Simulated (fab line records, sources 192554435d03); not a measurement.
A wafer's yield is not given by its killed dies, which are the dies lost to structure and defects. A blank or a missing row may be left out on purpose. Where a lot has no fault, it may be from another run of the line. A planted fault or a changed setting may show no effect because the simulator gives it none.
Chamber matching	flow n5Finfet	N5_GATE_CUT_PECVD_57 on pecvd-03: 3 sister chambers
The step deposits SiNx from SiH4/NH3/N2, target thk 21 nm. 27 wafers are shown with their chamber, then 12 later ones without.

## EACH WAFER AND ITS CHAMBER
wafer	chamber	throttleValvePct (%)	showerheadPlenumPTorr (Torr)	heaterPowerW (W)
L077.2	2	38.2	5.11	859
L077.4	2	38.4	5.11	822
L077.5	1	37.1	5.20	625
L078.1	2	38.4	5.10	877
L078.2	0	44.9	5.14	716
L078.4	2	38.7	5.10	908
L079.1	2	38.3	5.10	842
L079.2	1	37.4	5.18	628
L079.3	0	44.8	5.12	697
L079.4	1	37.4	5.20	631
L079.5	2	38.6	5.11	857
L079.6	0	45.1	5.11	697
L085.2	2	38.5	5.11	924
L085.5	1	37.2	5.20	619
L085.6	0	44.8	5.12	745
L088.1	2	38.6	5.11	838
L088.2	0	45.2	5.12	650
L088.3	1	37.4	5.20	563
L088.4	2	38.7	5.11	851
L088.5	1	37.2	5.20	549
L088.6	0	45.0	5.11	640
L090.3	2	38.8	5.10	888
L090.5	1	37.2	5.19	540
L090.6	0	45.1	5.12	630
L091.1	1	37.2	5.19	562
L091.2	0	45.0	5.12	731
L091.3	2	38.6	5.11	871

SIGNATURES (averages over the wafers above)
reading	chamber 0	chamber 1	chamber 2	scatter within a chamber
throttleValvePct	44.987	37.263	38.527	0.157
showerheadPlenumPTorr	5.1200	5.1950	5.1064	0.00723
heaterPowerW	688.25	589.62	867.00	37.3
Rule: for a wafer and a chamber, the distance is found by dividing, reading by reading, the gap between the wafer's reading and the chamber's mean by the reading's scatter, squaring, summing and taking the root. If the next closest chamber is less than 2 further off than the closest, the wafer can't be placed; otherwise it belongs to the closest. How the scatter is found: for the shown wafers, subtract from each reading the mean of its chamber, square and add these, divide the total by (wafers less chambers), then take the root.

## WAFERS WHOSE CHAMBER IS MISSING
wafer	throttleValvePct (%)	showerheadPlenumPTorr (Torr)	heaterPowerW (W)
L091.4	44.9	5.11	740
L091.5	38.3	5.12	890
L091.6	37.1	5.19	565
L093.1	44.8	5.12	677
L093.2	37.3	5.21	615
L093.3	38.8	5.10	833
L093.4	44.8	5.12	667
L093.5	38.6	5.10	810
L093.6	37.3	5.19	620
L094.1	45.2	5.12	639
L094.2	37.2	5.20	542
L094.6	44.7	5.11	639

## WHICH CHAMBER EACH WENT THROUGH
wafer	from the rows above	in truth
L091.4	0	0
L091.5	2	2
L091.6	1	1
L093.1	0	0
L093.2	1	1
L093.3	2	2
L093.4	0	0
L093.5	2	2
L093.6	1	1
L094.1	0	0
L094.2	1	1
L094.6	0	0
Correctly placed: 12 of 12. Not placeable from these rows: 0. Placed wrongly: 0.
